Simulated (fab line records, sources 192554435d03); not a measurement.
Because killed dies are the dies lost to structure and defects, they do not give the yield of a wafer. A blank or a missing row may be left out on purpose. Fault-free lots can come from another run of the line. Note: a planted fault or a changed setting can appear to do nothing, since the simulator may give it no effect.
fab line records    flow n5-finfet
record lots=9  wafers=27  last-day=18
route steps=1938 shown BEOL_M3@973 BEOL_M4@1111 PASSIVATION@1936
lots untouched by any fault: they come from a run of this same line in which no faults occurred
start-h: the number of hours between the record's first day and the start of the first shown wafer of the lot    wait-h: hours elapsed since this lot's preceding step    " identical to the entry in the row above    L1.1+2: a single row standing in for several wafers    - no value present, or no start provided    * or withheld: withheld    < > ~ a bound
route shown NAME@n: names a module that has steps shown in the file, with the first one's number in the route    usual: mean/standard deviation taken from wafers without a fault    same: alike in all rows    chamber/n: place in a boat    sites: the reading at each site    _std_site: standard deviation across them    _edge_site: mean of outer sites minus mean of inner sites    radius-mm: how far each site lies from the wafer's centre    mask NAME#n: copy n    behind: the most recent tool/chamber to have shaped the wafer    hold: reason for holding the lot/hours on hold/outcome of the hold    device: transistor that didn't switch, given as n, p or np    end of line: the same wafers' tests at the end of the route    a step given without rows: its recipe and nothing more    killed: not the wafer's yield, but the dies lost to structure and defects at the first sort    map: the dies of a wafer, with x for killed, . for not killed, _ for no die there
set.NAME: setting as actually run; set.NAME@STEP: the setting as run at that earlier step    model.NAME: the simulator's own value behind a step, which no gauge read
steps of the route over a sample of lots; a table a step, a row a wafer
services: from which hour (start-h, from the record's first day; less than 0 if before it) a tool's chamber was out of use, for how many hours, and why
## steps
# step N5_BEOL_M3_ETCHBACK_99
# recipe chemistry=CHF3  target=SiO2  target-depth-a=50  time-s=10.4  source-w=215  bias-w=47  Ar_flow_sccm=200  CHF3_flow_sccm=12  ion-energy-ev=100  pressure-mtorr=30
# usual drypump-motor-current-A=5.4/0.52  oes-product-au=0.74/0.056  rf-vpp-V=239.8/2.8  showerhead-plenum-p-Torr=2.12/0.083  throttle-valve-pct=17.08/0.21
lot.wafer  tool         chamber  start-h  wait-h  drypump-motor-current-A  oes-product-au  rf-hours-counter-h  rf-vpp-V  showerhead-plenum-p-Torr  throttle-valve-pct
L885.2     rie-diel-01  0        151.53   5.3     5.4                      0.80            100                 237.7     2.00                      16.88
L885.3     "            1        "        "       4.7                      0.72            181                 242.5     2.24                      17.33
L885.6     "            3        "        "       5.7                      0.71            -                   239.7     2.14                      17.17
L888.2     rie-diel-01  1        171.16   1.1     4.7                      0.71            187                 241.5     2.24                      17.35
L888.3     "            3        "        "       5.7                      0.70            232                 240.2     2.13                      17.17
L888.4     "            2        "        "       6.3                      0.73            154                 241.3     2.14                      16.90
L890.2     rie-diel-01  1        181.14   0.4     4.6                      0.70            190                 240.7     2.24                      17.37
L890.3     "            2        "        "       6.3                      0.72            158                 240.1     2.14                      16.90
L890.4     "            0        "        "       5.4                      0.79            108                 237.0     2.00                      16.87
L896.1     rie-diel-01  0        228.45   12.6    5.4                      0.77            123                 236.1     1.99                      16.89
L896.5     "            3        "        "       5.7                      0.68            -                   239.8     2.13                      17.21
L896.6     "            2        "        "       6.3                      0.71            -                   240.0     2.14                      16.93
L900.2     rie-diel-02  3        254.89   6.9     5.9                      0.76            163                 241.8     2.15                      17.04
L900.3     "            2        "        "       5.1                      0.73            182                 239.7     2.05                      17.04
L900.4     "            0        "        "       5.3                      0.84            69                  243.9     2.27                      16.75
L904.2     rie-diel-06  2        266.50   8.9     5.0                      0.72            183                 235.8     2.06                      17.14
L904.3     "            0        "        "       5.5                      0.70            184                 243.7     2.15                      17.44
L904.4     "            2        "        "       5.0                      0.72            -                   236.7     2.06                      17.16
L907.2     rie-diel-01  0        283.80   0.8     5.4                      0.75            144                 238.3     1.99                      16.93
L907.3     "            2        "        "       6.3                      0.70            193                 241.2     2.13                      16.98
L907.5     "            0        "        "       5.4                      0.75            -                   236.5     1.99                      16.94
L905.1     rie-diel-02  2        294.84   13.2    5.1                      0.71            194                 238.6     2.05                      17.07
L905.3     "            1        "        "       6.3                      0.74            182                 236.9     2.05                      16.92
L905.5     "            1        "        "       6.3                      0.75            -                   238.1     2.05                      16.94
L906.1     rie-diel-06  0        295.70   8.9     5.5                      0.70            193                 244.7     2.14                      17.49
L906.3     "            3        "        "       5.6                      0.96            6                   242.1     2.29                      16.67
L906.5     "            0        "        "       5.5                      0.70            -                   245.8     2.14                      17.48
# step N5_BEOL_M3_VIA_ETCH_34
# recipe chemistry=C4F6/O2  target-depth-a=694  mask-material=SOC  pressure-mtorr=15  ion-energy-ev=250  taper-deg=4  time-s=65.9  source-w=350  bias-w=170  Ar_flow_sccm=300  C4F6_flow_sccm=10  O2_flow_sccm=10
# usual drypump-motor-current-A=5.4/0.52  oes_o_777_au=0.75/0.057  oes-product-au=0.74/0.056  rf-vpp-V=663/7.3  showerhead-plenum-p-Torr=2.80/0.11  throttle-valve-pct=30.76/0.25
lot.wafer  tool         chamber  start-h  wait-h  drypump-motor-current-A  oes_o_777_au  oes-product-au  rf-hours-counter-h  rf-vpp-V  showerhead-plenum-p-Torr  throttle-valve-pct
L885.2     rie-diel-01  0        151.67   0.0     5.4                      0.81          0.80            100                 658       2.65                      30.64
L885.3     "            1        "        "       4.7                      0.72          0.72            181                 667       2.96                      31.09
L885.6     "            3        "        "       5.8                      0.71          0.70            -                   663       2.82                      30.91
L888.2     rie-diel-01  1        171.30   0.0     4.7                      0.71          0.71            187                 668       2.95                      31.09
L888.3     "            3        "        "       5.8                      0.70          0.71            232                 662       2.82                      30.91
L888.4     "            2        "        "       6.3                      0.74          0.73            155                 665       2.83                      30.45
L890.2     rie-diel-01  1        181.27   0.0     4.7                      0.72          0.71            190                 668       2.95                      31.11
L890.3     "            2        "        "       6.3                      0.73          0.74            158                 665       2.83                      30.45
L890.4     "            0        "        "       5.4                      0.80          0.79            108                 658       2.65                      30.64
L896.1     rie-diel-01  0        228.58   0.0     5.4                      0.79          0.78            123                 659       2.64                      30.64
L896.5     "            3        "        "       5.7                      0.69          0.70            -                   662       2.81                      30.95
L896.6     "            2        "        "       6.3                      0.72          0.72            -                   666       2.82                      30.45
L900.2     rie-diel-02  3        255.03   0.0     5.9                      0.76          0.75            163                 670       2.84                      30.72
L900.3     "            2        "        "       5.1                      0.72          0.72            182                 664       2.72                      30.70
L900.4     "            0        "        "       5.2                      0.84          0.83            69                  671       2.99                      30.46
L904.2     rie-diel-06  2        266.64   0.0     5.0                      0.72          0.72            183                 651       2.73                      30.79
L904.3     "            0        "        "       5.5                      0.70          0.71            185                 679       2.83                      31.21
L904.4     "            2        "        "       5.0                      0.73          0.72            -                   651       2.73                      30.81
L907.2     rie-diel-01  0        283.93   0.0     5.4                      0.77          0.75            144                 658       2.63                      30.68
L907.3     "            2        "        "       6.3                      0.71          0.70            193                 665       2.81                      30.46
L907.5     "            0        "        "       5.4                      0.78          0.76            -                   659       2.63                      30.68
L905.1     rie-diel-02  2        294.98   0.0     5.1                      0.71          0.71            194                 662       2.71                      30.70
L905.3     "            1        "        "       6.3                      0.76          0.76            182                 659       2.71                      30.51
L905.5     "            1        "        "       6.3                      0.76          0.75            -                   660       2.71                      30.51
L906.1     rie-diel-06  0        295.84   0.0     5.5                      0.69          0.70            193                 676       2.83                      31.22
L906.3     "            3        "        "       5.6                      0.96          0.97            6                   672       3.02                      30.40
L906.5     "            0        "        "       5.5                      0.69          0.70            -                   678       2.83                      31.21
# step N5_BEOL_M3_ANNEAL_80
# recipe temp-c=400  time-s=240  ambient=vacuum
# usual heater-power-w=825/83
lot.wafer  tool            chamber  start-h  wait-h  heater-power-w
L885.2     pvd-sputter-02  -        153.45   0.0     832
L885.3     "               -        "        "       923
L885.6     "               -        "        "       832
L888.2     pvd-sputter-01  -        172.61   0.0     843
L888.3     "               -        "        "       723
L888.4     "               -        "        "       817
L890.2     pvd-sputter-01  -        183.14   0.0     809
L890.3     "               -        "        "       825
L890.4     "               -        "        "       725
L896.1     pvd-sputter-02  -        231.63   0.0     814
L896.5     "               -        "        "       735
L896.6     "               -        "        "       807
L900.2     pvd-sputter-01  -        256.98   0.0     836
L900.3     "               -        "        "       812
L900.4     "               -        "        "       862
L904.2     pvd-sputter-01  -        268.49   0.0     745
L904.3     "               -        "        "       833
L904.4     "               -        "        "       832
L907.2     pvd-sputter-02  -        285.54   0.0     780
L907.3     "               -        "        "       910
L907.5     "               -        "        "       726
L905.1     pvd-sputter-01  -        296.76   0.0     819
L905.3     "               -        "        "       826
L905.5     "               -        "        "       855
L906.1     pvd-sputter-03  -        298.52   0.0     964
L906.3     "               -        "        "       729
L906.5     "               -        "        "       743
# step N5_BEOL_M3_SPUTTER_81
# recipe material=Cu  target-thk-a=45  temp-c=-20  chamber-pressure-pa=0.07  power-w=withheld  time-s=8.29
# usual chamber-pressure-pa=0.06999/0.00014  chuck-gas-flow-sccm=1.27/0.054  throttle-valve-pct=29.6/1.1
lot.wafer  tool            chamber  start-h  wait-h  chamber-pressure-pa  chuck-gas-flow-sccm  throttle-valve-pct
L885.2     pvd-sputter-02  -        153.59   0.1     0.06979              1.22                 31.0
L885.3     "               -        "        "       0.06994              1.22                 27.6
L885.6     "               -        "        "       0.07014              1.34                 30.9
L888.2     pvd-sputter-01  -        172.75   0.1     0.06977              1.19                 29.9
L888.3     "               -        "        "       0.06974              1.30                 30.9
L888.4     "               -        "        "       0.06983              1.26                 29.5
L890.2     pvd-sputter-01  -        183.28   0.1     0.07014              1.19                 27.9
L890.3     "               -        "        "       0.06984              1.34                 29.2
L890.4     "               -        "        "       0.0698               1.21                 31.1
L896.1     pvd-sputter-02  -        231.77   0.1     0.06992              1.24                 30.7
L896.5     "               -        "        "       0.07004              1.25                 30.1
L896.6     "               -        "        "       0.06999              1.39                 31.2
L900.2     pvd-sputter-01  -        257.12   0.1     0.07006              1.28                 29.0
L900.3     "               -        "        "       0.07012              1.29                 27.8
L900.4     "               -        "        "       0.07003              1.40                 29.7
L904.2     pvd-sputter-01  -        268.63   0.1     -                    -                    -
L904.3     "               -        "        "       -                    -                    -
L904.4     "               -        "        "       -                    -                    -
L907.2     pvd-sputter-02  -        285.68   0.1     -                    -                    -
L907.3     "               -        "        "       -                    -                    -
L907.5     "               -        "        "       -                    -                    -
L905.1     pvd-sputter-01  -        296.90   0.1     -                    -                    -
L905.3     "               -        "        "       -                    -                    -
L905.5     "               -        "        "       -                    -                    -
L906.1     pvd-sputter-03  -        298.66   0.1     0.0699               1.25                 30.9
L906.3     "               -        "        "       0.06998              1.22                 29.1
L906.5     "               -        "        "       0.06988              1.39                 29.2
# step N5_BEOL_M4_RC_MEAS_101
# usual DIBL_N=36.5/1.4  DIBL_P=36.9/1.7  IOFF_N=0.163/0.023  IOFF_P=0.22/0.032  ION_N=673/9  ION_P=462/7.5  SS_N=71.6/0.54  SS_P=73.4/0.62  VT_N=249.8/2.8  VT_P=-250/3.5
lot.wafer  tool       chamber  start-h  wait-h  DIBL_N[mV/V]  DIBL_P[mV/V]  IOFF_N[nA/um]  IOFF_P[nA/um]  ION_N[uA/um]  ION_P[uA/um]  SS_N[mV/dec]  SS_P[mV/dec]  VT_N[mV]  VT_P[mV]
L885.2     prober-01  0        167.30   0.2     35.0          35.9          0.143          0.21           657           457           71.2          73.6          253.3     -248
L885.3     "          0        "        "       37.3          38.7          0.184          0.26           680           468           71.9          74.2          247.2     -245
L885.6     "          0        "        "       36.1          37.2          0.163          0.23           663           460           72.0          73.8          250.5     -249
L888.2     prober-01  0        188.16   0.2     37.6          36.9          0.182          0.29           679           470           71.9          72.8          247.3     -242
L888.3     "          0        "        "       37.0          35.2          0.159          0.25           663           466           72.1          73.0          249.2     -245
L888.4     "          0        "        "       36.0          35.0          0.147          0.25           675           472           71.5          72.7          251.0     -243
L890.2     prober-01  0        197.64   0.2     35.7          35.3          0.135          0.19           663           459           71.3          73.8          253.6     -253
L890.3     "          0        "        "       37.9          38.6          0.182          0.24           680           464           71.5          74.6          247.2     -248
L890.4     "          0        "        "       37.6          37.6          0.172          0.22           689           470           71.0          74.1          249.3     -251
L896.1     prober-02  0        245.61   0.0     37.6          38.3          0.190          0.26           675           466           71.9          73.5          247.7     -248
L896.5     "          0        "        "       35.4          34.8          0.134          0.19           655           447           70.7          72.7          255.9     -253
L896.6     "          0        "        "       36.4          36.9          0.165          0.23           686           467           71.2          73.6          248.5     -251
L900.2     prober-02  0        272.90   0.2     38.2          39.0          0.202          0.26           680           470           71.1          73.4          245.6     -246
L900.3     "          0        "        "       35.8          36.5          0.160          0.21           660           454           71.4          72.9          248.4     -249
L900.4     "          0        "        "       35.6          35.4          0.148          0.19           676           460           71.3          73.3          250.4     -252
L904.2     prober-02  0        282.28   0.2     37.8          39.6          0.191          0.22           679           457           71.9          74.2          247.5     -252
L904.3     "          0        "        "       35.1          36.1          0.142          0.17           671           448           71.0          73.7          251.1     -258
L904.4     "          0        "        "       34.4          35.9          0.128          0.17           656           454           70.8          73.8          255.7     -254
L907.2     prober-02  0        303.82   0.2     37.3          36.0          0.184          0.25           675           464           71.8          73.7          246.7     -246
L907.3     "          0        "        "       38.3          37.0          0.213          0.29           673           460           71.7          74.9          245.4     -246
L907.5     "          0        "        "       37.7          35.6          0.183          0.25           673           462           72.7          74.1          249.9     -247
L905.1     prober-01  0        307.65   0.0     32.4          32.4          0.116          0.17           662           457           70.1          72.2          252.3     -253
L905.3     "          0        "        "       33.6          34.1          0.125          0.18           672           472           70.4          72.7          252.2     -251
L905.5     "          0        "        "       33.5          33.6          0.126          0.17           670           458           70.2          72.0          247.5     -254
L906.1     prober-02  0        309.87   0.0     37.4          36.8          0.154          0.21           669           464           71.8          73.0          251.2     -249
L906.3     "          0        "        "       35.0          33.4          0.117          0.16           668           456           71.4          72.8          254.7     -253
L906.5     "          0        "        "       37.4          36.2          0.156          0.20           664           455           71.9          73.4          252.8     -249
# step N5_PASSIVATION_PROBE_49
# usual defect-limited-yield=91.2/1.4  killed_at_M0_to_M3=35/11  killed_at_M4_up=12/4.2  killed-at-contacts=13/5.6  killed-at-front-end=40/12  killed-at-other=3.3/2.6  killed-dies=103/17  killed-open=68/12  killed-short=34/7.6  sort_bin_5_function=5.1/0.95  sort_bin_6_memory=3.3/0.68  sort-n-pass=1077/17  sort-yield-pct=91.2/1.4
# same gross-dies=1180  killed-at-back-side=0  sort_bin_4_leakage[%]=0  sort_bin_8_speed[%]=0
lot.wafer  tool       chamber  start-h  wait-h  defect-limited-yield[%]  killed_at_M0_to_M3  killed_at_M4_up  killed-at-contacts  killed-at-front-end  killed-at-other  killed-dies  killed-open  killed-short  sort_bin_5_function[%]  sort_bin_6_memory[%]  sort-n-pass  sort-yield-pct[%]
L904.2     prober-02  -        383.03   0.1     89.6                     63                  7                14                  35                   4                123          67           47            6.9                     3.4                   1057         89.6
L904.3     prober-02  -        383.08   0.1     88.1                     53                  12               21                  46                   9                141          96           37            7.4                     4.1                   1039         88.1
L904.4     prober-02  -        383.13   0.2     88.9                     66                  15               21                  26                   3                131          82           40            7.4                     3.5                   1049         88.9
L905.1     prober-02  -        414.42   0.0     91.0                     31                  20               8                   45                   2                106          70           24            5.0                     3.5                   1074         91.0
L905.3     prober-02  -        414.52   0.1     91.4                     17                  14               16                  53                   2                102          56           43            5.2                     3.0                   1078         91.4
L905.5     prober-02  -        414.62   0.2     92.2                     26                  17               13                  36                   0                92           55           26            4.7                     2.8                   1088         92.2
L907.2     prober-02  -        426.90   0.1     91.7                     20                  10               7                   60                   1                98           61           29            5.3                     2.7                   1082         91.7
L907.3     prober-02  -        426.95   0.1     88.6                     35                  11               17                  72                   0                135          93           35            7.3                     4.0                   1045         88.6
L907.5     prober-02  -        427.05   0.2     89.3                     40                  10               14                  61                   1                126          89           35            6.5                     4.0                   1054         89.3
# killed by level:class
L904.2 BEOL_M0_SAQP:geometric-particle:open=20 BEOL_M0_SAQP:geometric-particle:short=11 STI_FIN_REVEAL:geometric-particle:open=9 GATE_CUT:geometric-particle:short=9 MOL_CONTACT_COAG:geometric-particle:open=9 BEOL_M3:interface-void-opened=8 BEOL_M3:geometric-particle:open=7 MOL_CONTACT_COAG:geometric-particle:short=5
L904.3 MOL_CONTACT_COAG:geometric-particle:open=15 STI_FIN_REVEAL:geometric-particle:open=13 BEOL_M2:geometric-particle:open=12 BEOL_M0_SAQP:geometric-particle:open=9 BEOL_M3:geometric-particle:open=9 BEOL_M4:geometric-particle:open=7 BEOL_M3:interface-void-opened=7 MOL_CONTACT_COAG:geometric-particle:short=6
L904.4 MOL_CONTACT_COAG:geometric-particle:open=17 BEOL_M3:geometric-particle:open=13 BEOL_M0_SAQP:geometric-particle:short=11 STI_FIN_REVEAL:geometric-particle:open=9 BEOL_M1:geometric-particle:open=7 BEOL_M3:interface-void-opened=7 BEOL_M0_SAQP:geometric-particle:open=6 BEOL_M0:geometric-particle:open=6
L905.1 FIN_SAQP:geometric-particle:short=9 BEOL_M4:geometric-particle:open=9 STI_FIN_REVEAL:geometric-particle:open=8 BEOL_M2:geometric-particle:open=8 FIN_SAQP:geometric-particle:open=7 BEOL_M3:geometric-particle:open=7 MOL_CONTACT_COAG:geometric-particle:open=6 BEOL_M1:geometric-particle:open=5
L905.3 FIN_SAQP:geometric-particle:short=18 MOL_CONTACT_COAG:geometric-particle:open=12 FIN_SAQP:geometric-particle:open=9 STI_FIN_REVEAL:geometric-particle:open=8 BEOL_M4:geometric-particle:open=8 GATE_CUT:geometric-particle:short=7 MOL_CONTACT_COAG:geometric-particle:short=4 BEOL_M1:geometric-particle:open=4
L905.5 MOL_CONTACT_COAG:geometric-particle:open=12 FIN_SAQP:geometric-particle:short=9 BEOL_M3:interface-void-opened=8 BEOL_M4:geometric-particle:open=6 BEOL_M1:geometric-particle:open=5 BEOL_M2:geometric-particle:open=5 FIN_SAQP:geometric-particle:open=4 GATE_CUT:geometric-particle:open=4
L907.2 STI_FIN_REVEAL:geometric-particle:open=16 FIN_SAQP:geometric-particle:open=14 STI_FIN_REVEAL:geometric-particle:short=7 MOL_CONTACT_COAG:geometric-particle:open=7 BEOL_M3:interface-void-opened=7 FIN_SAQP:geometric-particle:short=6 GATE_CUT:geometric-particle:short=6 BEOL_M3:geometric-particle:open=4
L907.3 STI_FIN_REVEAL:geometric-particle:open=30 FIN_SAQP:geometric-particle:open=16 MOL_CONTACT_COAG:geometric-particle:open=15 FIN_SAQP:geometric-particle:short=9 BEOL_M3:interface-void-opened=7 GATE_CUT:geometric-particle:short=6 BEOL_M0_SAQP:geometric-particle:open=6 BEOL_M1:geometric-particle:open=6
L907.5 STI_FIN_REVEAL:geometric-particle:open=31 MOL_CONTACT_COAG:geometric-particle:open=10 STI_FIN_REVEAL:geometric-particle:short=8 BEOL_M3:geometric-particle:open=8 BEOL_M1:geometric-particle:open=7 BEOL_M2:geometric-particle:open=7 FIN_SAQP:geometric-particle:open=6 BEOL_M0_SAQP:geometric-particle:short=6
## services
tool            chamber  start-h  hours  kind
rie-diel-06     0        161.86   8.2    repair
rie-diel-01     2        235.65   2.4    repair
rie-diel-01     3        236.99   5.4    repair
rie-diel-01     3        242.70   -      clean
rie-diel-01     3        242.70   -      consumable-replace:esc
rie-diel-01     3        242.70   -      consumable-replace:focus-ring
rie-diel-01     3        242.70   18.6   scheduled-down
rie-diel-01     3        242.70   18.6   vent-cycle
rie-diel-06     3        247.21   -      clean
rie-diel-06     3        247.21   -      consumable-replace:focus-ring
rie-diel-06     3        247.21   -      consumable-replace:showerhead
rie-diel-06     3        247.21   23.3   scheduled-down
rie-diel-06     3        247.21   23.3   vent-cycle
rie-diel-01     0        277.94   1.8    repair
rie-diel-01     3        279.67   7.2    repair
pvd-sputter-01  -        281.97   1.4    repair
rie-diel-02     3        292.71   8.2    repair
## key
first-sign step=N5_BEOL_M3_SPUTTER_81  reading=tool-record  direction=missing
effect none on later readings
met-at N5_BEOL_M3_SPUTTER_81
struck-lots L904,L905,L907
not-acting-at N5_BEOL_M3_ETCHBACK_99,N5_BEOL_M3_VIA_ETCH_34,N5_BEOL_M3_ANNEAL_80
onset-between 257.12 268.63
fault kind=skipped-step-whole  tool=pvd-sputter-01,pvd-sputter-02  chamber=-  onset-h=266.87  steps=N5_BEOL_M3_SPUTTER_81  scope=struck-lots-only
